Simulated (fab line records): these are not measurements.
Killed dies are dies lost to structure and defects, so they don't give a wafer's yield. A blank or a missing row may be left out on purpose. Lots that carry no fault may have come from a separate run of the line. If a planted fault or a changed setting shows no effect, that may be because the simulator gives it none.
A lot that was struck, set against a sound lot    flow n5Finfet    16 out of 1938 route steps
Sound: the wafers L783.2, L783.3, L783.6. Struck: wafers L796.4, L796.6. (L796.3 of the same lot was not struck and is left out.) The cause comes at the end.
At each step with rows: each side's tool, then ch and its chambers, then its first start. Under that, the readings that differ: sound wafers    struck wafers    difference of the means    sigmas: that difference in standard deviations of wafers without a fault.
alike: readings with means less than 2 such deviations apart, plus words and numbers identical on both sides. not compared: withheld readings, readings lacking a value on some wafer, bounds such as >300 that could conceal the same value, and numbers that have no deviation in the record and whose values overlap.
The two part at a step that has a row with sigmas, a row that says differs or no value, or rows on one side only. Numbers that don't overlap but have no deviation are shown without sigmas and don't part them. Lack of a reading on every wafer of one side parts them only where that side has two or more wafers.

first, 4 steps without rows for these wafers: N5_HKMG_FIN_ETCH_86 (etches SOC in N2/H2, stops on TiN, target depth 393.2 nm); N5_HKMG_FIN_STRIP_89 (strips SOC in N2/H2, time 20 s); N5_HKMG_FIN_WET_ETCH_87 (etches TiN in SC1, time 154.2 s, target depth 4.7 nm, rinse time 30 s); N5_HKMG_FIN_STRIP_88 (strips in N2/H2, time 360 s).
N5_HKMG_FIN_NWFM_ALD_20: deposits TiAlC, target thk 2 nm, pulse time 3 s, purge time 2 s.
  sound on aldMetal-04 ch 0,2,3, day 5 18:40; struck on aldMetal-03 ch 2,3, day 8 20:48
  alike: heaterPowerW, precursorPulseHeightRel
  not compared: aldCycles
N5_HKMG_FIN_ALD_71: deposits TiN, target thk 1 nm, pulse time 1 s, purge time 3 s.
  sound on aldMetal-04 ch 0,2,3, day 5 18:46; struck on aldMetal-03 ch 2,3, day 8 20:54
  alike: heaterPowerW, precursorPulseHeightRel
  not compared: aldCycles
then, 2 steps without rows for these wafers: N5_HKMG_FIN_COAT_66 (time 60 s, resist thk 300 nm); N5_HKMG_FIN_ETCH_67 (etches SOC in N2/H2, stops on TiN, target depth 388.9 nm).
N5_HKMG_FIN_STRIP_90: strips SOC in N2/H2, time 20 s.
  sound on rieDiel-03 ch 0,1,2, day 5 19:10; struck on rieDiel-04 ch 0,1, day 8 21:18
  alike: drypumpMotorCurrentA, oesProductAu, rfVppV, showerheadPlenumPTorr, throttleValvePct
  not compared: rfHoursCounterH
then, 1 step without rows for these wafers: N5_HKMG_FIN_WET_ETCH_73 (etches the open film in SC1, time 42.3 s, target depth 1.3 nm, rinse time 30 s).
N5_HKMG_FIN_ETCHBACK_68: etches the open film in Cl2/Ar, stops on HfO2, target depth 0.5 nm.
  sound on rieMetal-01 ch 0,1, day 5 19:19; struck on rieMetal-03 ch 1, day 8 21:30
  alike: biasW, drypumpMotorCurrentA, oesProductAu, throttleValvePct
  not compared: rfHoursCounterH
then, 1 step without rows for these wafers: N5_HKMG_FIN_STRIP_69 (strips in N2/H2, time 360 s).
N5_HKMG_FIN_ALD_21: deposits TiN, target thk 1.5 nm, pulse time 1 s, purge time 3 s.
  sound on aldMetal-03 ch 1,2, day 5 19:50; struck on aldMetal-02 ch 1, day 8 21:59
reading                                  sound        struck   difference  sigmas
aldCycles                                68 68 68     53 53    -15         
model.TiN_of_HKMG_FIN_ALD_21.thkNm (nm)  1.4 1.4 1.6  1.2 1.2  -0.3        
  alike: heaterPowerW, precursorPulseHeightRel
N5_HKMG_FIN_ALD_72: deposits W, target thk 2 nm, pulse time 1 s, purge time 2 s.
  sound on cvdW-02 ch 0,1, day 5 20:12; struck on cvdW-02 ch 0,1, day 8 22:22
  alike: heaterPowerW, precursorPulseHeightRel
  not compared: aldCycles
-- here the record skips 4 days between the struck wafers' starts before and after, leaving off in module HKMG_FIN and picking up in module BEOL_M4 (first step shown: number 1111 of the route) --
N5_BEOL_M4_RC_MEAS_101:
  sound on prober-02 ch 0, day 9 20:25; struck on prober-02 ch 0, day 12 10:41
reading         sound           struck     difference  sigmas
IOFF_P (nA/um)  0.30 0.18 0.21  0.28 0.35  +0.09       +2
ION_P (uA/um)   477 463 469     484 494    +19         +2
VT_P (mV)       -243 -249 -251  -242 -240  +7          +2
  alike: DIBL_N, DIBL_P, IOFF_N, ION_N, SS_N, SS_P, VT_N
N5_PASSIVATION_PROBE_49:
  the record has rows for the sound wafers here (prober-02, day 14 06:08) and none for the struck ones

## WHERE THEY PART
At N5_BEOL_M4_RC_MEAS_101 first; at N5_PASSIVATION_PROBE_49 last (within this record only).

WHY: the cause the simulator had injected
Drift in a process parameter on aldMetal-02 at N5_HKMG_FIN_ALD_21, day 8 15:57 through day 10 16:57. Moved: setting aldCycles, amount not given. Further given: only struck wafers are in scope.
